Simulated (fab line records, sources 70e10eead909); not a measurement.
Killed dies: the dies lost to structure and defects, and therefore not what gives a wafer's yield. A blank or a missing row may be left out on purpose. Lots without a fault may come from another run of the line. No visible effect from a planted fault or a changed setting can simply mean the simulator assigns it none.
Which tool is to blame? | flow nand_harc | Sampling: 24 lots, 72 wafers, 3 of 1302 route steps

WHAT THE GAUGES SHOWED, per wafer
NHARC_A_ONON_D2_THK_MEAS_14: measures by ellipsometry.
lot  | measured     | on            | thk_nm (nm)
L074 | day 12 00:28 | film_metro-02 | 1008 1009 1008
L075 | day 13 05:21 | film_metro-02 | 1004 1003 1003
L076 | day 13 13:08 | film_metro-02 | 1008 1007 1007
L077 | day 14 15:45 | film_metro-01 | 999 999 1000
L078 | day 14 15:44 | film_metro-02 | 1005 1007 1004
L080 | day 14 19:22 | film_metro-02 | 999 998 999
L079 | day 15 06:58 | film_metro-02 | 1008 1005 1008
L081 | day 15 14:21 | film_metro-02 | 993 993 995
L082 | day 15 21:38 | film_metro-02 | 1014 1014 1013
L083 | day 16 06:43 | film_metro-02 | 1012 1015 1016
L084 | day 17 04:59 | film_metro-02 | 999 996 999
L085 | day 17 04:57 | film_metro-01 | 1000 1002 1001
L086 | day 17 21:05 | film_metro-02 | 997 996 1000
L087 | day 17 21:05 | film_metro-01 | 972 974 973
L089 | day 18 22:33 | film_metro-01 | 993 994 993
L088 | day 19 10:26 | film_metro-02 | 1003 1004 1004
L090 | day 19 10:20 | film_metro-02 | 985 985 985
L091 | day 19 22:31 | film_metro-01 | 986 986 985
L092 | day 19 22:30 | film_metro-02 | 990 989 989
L093 | day 20 14:27 | film_metro-01 | 1019 1019 1019
L094 | day 20 14:28 | film_metro-02 | 1004 1006 1004
L095 | day 21 03:05 | film_metro-02 | 996 995 998
L096 | day 21 10:38 | film_metro-01 | 987 986 986
L097 | day 22 14:02 | film_metro-02 | 1014 1012 1013

WHICH TOOL RAN EACH LOT (tool, then ch and the chambers of the sampled wafers, then the start)
lot  | NHARC_A_CHANNEL_FILL_D1_CMP_10 | NHARC_A_DECK1_JOINT_ETCHBACK_07
L074 | cmp-03 ch 0,3, day 10 06:50    | rie_si-02 ch 0,1,2, day 10 07:20
L075 | cmp-02 ch 0,1,2, day 11 17:40  | rie_si-01 ch 1,2,3, day 11 18:07
L076 | cmp-01 ch 0,1,2, day 11 22:58  | rie_si-04 ch 1,2,3, day 11 23:27
L077 | cmp-02 ch 0,2,3, day 12 19:01  | rie_si-01 ch 0,1,3, day 12 19:29
L078 | cmp-03 ch 0,3, day 12 19:01    | rie_si-04 ch 1,2, day 12 19:31
L080 | cmp-03 ch 0,1, day 13 02:44    | rie_si-04 ch 1,3, day 13 03:11
L079 | cmp-02 ch 2,3, day 13 09:57    | rie_si-01 ch 1,2,3, day 13 10:28
L081 | cmp-01 ch 0,1,3, day 14 00:22  | rie_si-04 ch 0,1,2, day 14 00:49
L082 | cmp-01 ch 1,2,3, day 14 07:32  | rie_si-01 ch 0,1,2, day 14 08:01
L083 | cmp-01 ch 0,1, day 14 15:28    | rie_si-04 ch 0,1, day 14 15:56
L084 | cmp-02 ch 0,1,2, day 15 11:23  | rie_si-01 ch 0,1,3, day 15 11:52
L085 | cmp-03 ch 1,3, day 15 15:50    | rie_si-04 ch 2,3, day 15 16:19
L086 | cmp-01 ch 0,1,2, day 16 00:35  | rie_si-04 ch 0,2,3, day 16 01:03
L087 | cmp-03 ch 0,2,3, day 16 00:37  | rie_si-02 ch 1,2,3, day 16 01:04
L089 | cmp-02 ch 0,3, day 17 08:50    | rie_si-04 ch 0,2,3, day 17 09:21
L088 | cmp-01 ch 0,2, day 17 13:46    | rie_si-04 ch 0,2,3, day 17 14:15
L090 | cmp-03 ch 0,1,3, day 17 23:24  | rie_si-02 ch 1,2,3, day 17 23:52
L091 | cmp-03 ch 2,3, day 18 05:49    | rie_si-02 ch 1,2,3, day 18 06:19
L092 | cmp-02 ch 0,2,3, day 18 05:52  | rie_si-04 ch 0,2,3, day 18 06:19
L093 | cmp-01 ch 0,1, day 19 00:41    | rie_si-01 ch 0,3, day 19 01:10
L094 | cmp-03 ch 1,3, day 19 00:41    | rie_si-04 ch 2,3, day 19 01:10
L095 | cmp-03 ch 2,3, day 19 14:41    | rie_si-01 ch 0,1,2, day 19 15:10
L096 | cmp-03 ch 0,3, day 19 21:11    | rie_si-04 ch 1,2,3, day 19 21:40
L097 | cmp-02 ch 0,2,3, day 20 17:14  | rie_si-01 ch 0,1,2, day 20 17:43
- NHARC_A_CHANNEL_FILL_D1_CMP_10: polishes, target thk 150 nm.
- NHARC_A_DECK1_JOINT_ETCHBACK_07: etches the open film in HBr, target depth 105 nm, time 26.9 s.

WHAT THE TOOLS THEMSELVES READ (means of the sampled wafers that have a number; where no wafer has one, the mark that the record gives instead)
NHARC_A_CHANNEL_FILL_D1_CMP_10.
lot  | tool   | motor_current_A (A) | time_to_endpoint_s (s)
L074 | cmp-03 | 12.5                | 9
L075 | cmp-02 | 12.0                | 17
L076 | cmp-01 | 12.4                | 16
L077 | cmp-02 | 11.3                | 16
L078 | cmp-03 | 12.6                | 11
L080 | cmp-03 | 14.0                | 10
L079 | cmp-02 | 11.4                | 17
L081 | cmp-01 | 11.5                | 18
L082 | cmp-01 | 12.4                | 19
L083 | cmp-01 | 11.4                | 17
L084 | cmp-02 | 11.9                | 15
L085 | cmp-03 | 12.9                | 13
L086 | cmp-01 | 12.2                | 17
L087 | cmp-03 | 12.1                | 14
L089 | cmp-02 | 11.5                | 14
L088 | cmp-01 | 12.4                | 16
L090 | cmp-03 | 13.0                | 11
L091 | cmp-03 | 11.2                | 15
L092 | cmp-02 | 11.4                | 14
L093 | cmp-01 | 11.9                | 20
L094 | cmp-03 | 12.8                | 13
L095 | cmp-03 | 11.8                | 12
L096 | cmp-03 | 12.5                | 11
L097 | cmp-02 | 11.5                | 16

NHARC_A_DECK1_JOINT_ETCHBACK_07.
lot  | tool      | drypump_motor_current_A (A) | oes_product_au (a.u.) | rf_fwd_power_W (W) | throttle_valve_pct (%)
L074 | rie_si-02 | 5.5                         | 0.989                 | 345.0              | 23.269
L075 | rie_si-01 | 5.8                         | 1.007                 | 344.2              | 23.263
L076 | rie_si-04 | 5.7                         | 1.004                 | 344.5              | 23.264
L077 | rie_si-01 | 5.9                         | 0.993                 | 345.0              | 23.265
L078 | rie_si-04 | 5.6                         | 1.003                 | 343.9              | 23.256
L080 | rie_si-04 | 5.5                         | 1.015                 | 343.9              | 23.274
L079 | rie_si-01 | 5.8                         | 0.995                 | 343.9              | 23.266
L081 | rie_si-04 | 5.7                         | 1.006                 | 344.4              | 23.260
L082 | rie_si-01 | 5.8                         | 0.984                 | 344.7              | 23.273
L083 | rie_si-04 | 5.4                         | 0.999                 | 344.0              | 23.273
L084 | rie_si-01 | 5.9                         | 0.984                 | 344.8              | 23.272
L085 | rie_si-04 | 6.0                         | 0.984                 | 345.4              | 23.266
L086 | rie_si-04 | 5.8                         | 1.010                 | 344.9              | 23.272
L087 | rie_si-02 | 5.4                         | 1.007                 | 343.2              | 23.267
L089 | rie_si-04 | 5.8                         | 1.009                 | 345.2              | 23.265
L088 | rie_si-04 | 5.8                         | 1.003                 | 344.8              | 23.267
L090 | rie_si-02 | 5.4                         | 0.998                 | 343.0              | 23.265
L091 | rie_si-02 | 5.4                         | 1.001                 | 342.7              | 23.263
L092 | rie_si-04 | 5.8                         | 1.012                 | 345.2              | 23.257
L093 | rie_si-01 | 6.1                         | 1.001                 | 344.4              | 23.268
L094 | rie_si-04 | 6.0                         | 0.993                 | 343.8              | 23.264
L095 | rie_si-01 | 5.8                         | 0.996                 | 344.0              | 23.270
L096 | rie_si-04 | 5.8                         | 1.002                 | 345.6              | 23.271
L097 | rie_si-01 | 5.8                         | 1.003                 | 343.9              | 23.268

THE ANSWER, worked out from the rows above alone
Rule: the lots themselves supply what counts as usual. Put in order of their means at a reading, lots are off if they are a third of the lots or fewer, leave a main group of 4 or more, and stand apart from it by a gap of 3 or more times the standard deviation of the main group's means; of several such gaps the widest counts. A main group is skipped when, at the precision printed for the reading in the tables above, its means are all equal. A lot without any number at a reading at which 4 lots or more have one is off too. Any other lot the step has rows for is counted as sound. The gauges are gone through in route order, then the tools' own readings, and for those a lot's mean is taken as printed above. At the first step where some lot is off, the reading lying furthest off is the one used; lots without a number count as furthest.
No lot is off at any reading shown: from this, nothing can be told.

WHAT THE SIMULATOR HAD INSERTED
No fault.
